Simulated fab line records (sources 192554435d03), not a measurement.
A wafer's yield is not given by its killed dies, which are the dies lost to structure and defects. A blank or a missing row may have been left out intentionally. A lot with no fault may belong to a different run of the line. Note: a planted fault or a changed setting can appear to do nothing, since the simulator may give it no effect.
Matching of chambers    flow n5 finfet    ald metal-01 running N5_HKMG_FIN_ALD_91: 4 sister chambers
The step deposits TiN, target thk 1 nm, pulse time 1 s, purge time 3 s. 24 wafers are shown with their chamber, then 11 later ones without.

## WAFERS WITH THEIR CHAMBER
wafer   chamber  heater power w (W)  chamber pressure Torr (Torr)  precursor pulse height rel
L075.4  0        821                 2.996                         1.029
L075.6  1        870                 3.003                         0.983
L078.1  2        835                 2.996                         0.997
L078.3  1        874                 3.008                         1.015
L078.5  0        826                 2.996                         0.992
L079.1  0        837                 3.002                         1.020
L079.4  2        827                 3.013                         1.014
L079.6  2        842                 2.994                         0.987
L081.1  1        856                 3.004                         1.002
L081.2  3        843                 3.001                         1.022
L081.3  2        809                 3.009                         0.974
L083.3  3        851                 3.001                         0.992
L083.5  0        823                 3.010                         0.978
L083.6  1        867                 2.999                         0.994
L084.3  1        863                 3.003                         0.999
L084.4  3        830                 3.000                         1.031
L084.5  1        876                 3.002                         0.982
L086.2  3        868                 2.988                         0.979
L086.3  1        870                 3.000                         0.988
L086.5  1        872                 3.000                         0.996
L088.3  1        885                 3.003                         0.989
L088.4  3        863                 2.995                         0.998
L088.6  2        838                 3.003                         1.000
L090.3  2        822                 3.000                         1.018

SIGNATURES (means of the wafers above)
reading                     chamber 0  chamber 1  chamber 2  chamber 3  scatter within a chamber
heater power w              826.75     870.33     828.83     851.00     10.9
chamber pressure Torr       3.00100    3.00244    3.00250    2.99700    0.00543
precursor pulse height rel  1.00475    0.99422    0.99833    1.00440    0.017
Rule: for a wafer and a chamber, the distance is found by dividing, reading by reading, the gap between the wafer's reading and the chamber's mean by the reading's scatter, squaring, summing and taking the root. The wafer belongs to the nearest chamber; if the next one is less than 2 further off, it can't be placed. The scatter: take each reading less its chamber's mean, square it, sum over the shown wafers, divide by the number of wafers less the number of chambers, and take the root.

## WAFERS WITHOUT THEIR CHAMBER
wafer   heater power w (W)  chamber pressure Torr (Torr)  precursor pulse height rel
L090.4  837                 2.992                         1.004
L090.5  842                 2.997                         0.971
L094.2  876                 3.001                         1.005
L094.4  828                 2.994                         0.965
L094.5  824                 3.002                         1.012
L096.2  868                 3.000                         0.995
L096.3  828                 3.000                         1.007
L096.4  835                 2.999                         0.990
L097.1  856                 3.001                         0.990
L097.3  872                 2.995                         1.003
L097.6  847                 2.997                         1.010

## WHICH CHAMBER EACH ONE RAN IN
wafer   from the rows above                in truth
L090.4  can't be placed: 3 or 0 or 2       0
L090.5  can't be placed: 3 or 2 or 0 or 1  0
L094.2  can't be placed: 1 or 3            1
L094.4  can't be placed: 2 or 0 or 3       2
L094.5  can't be placed: 0 or 2            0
L096.2  can't be placed: 1 or 3            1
L096.3  can't be placed: 0 or 2 or 3       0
L096.4  can't be placed: 2 or 0 or 3       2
L097.1  can't be placed: 3 or 1 or 2 or 0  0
L097.3  can't be placed: 1 or 3            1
L097.6  can't be placed: 3 or 0 or 2       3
Correct placement for 0 of the 11. Cannot be placed on the basis of these rows: 11; the candidates contain the true chamber in 11. Number placed wrongly: 0.
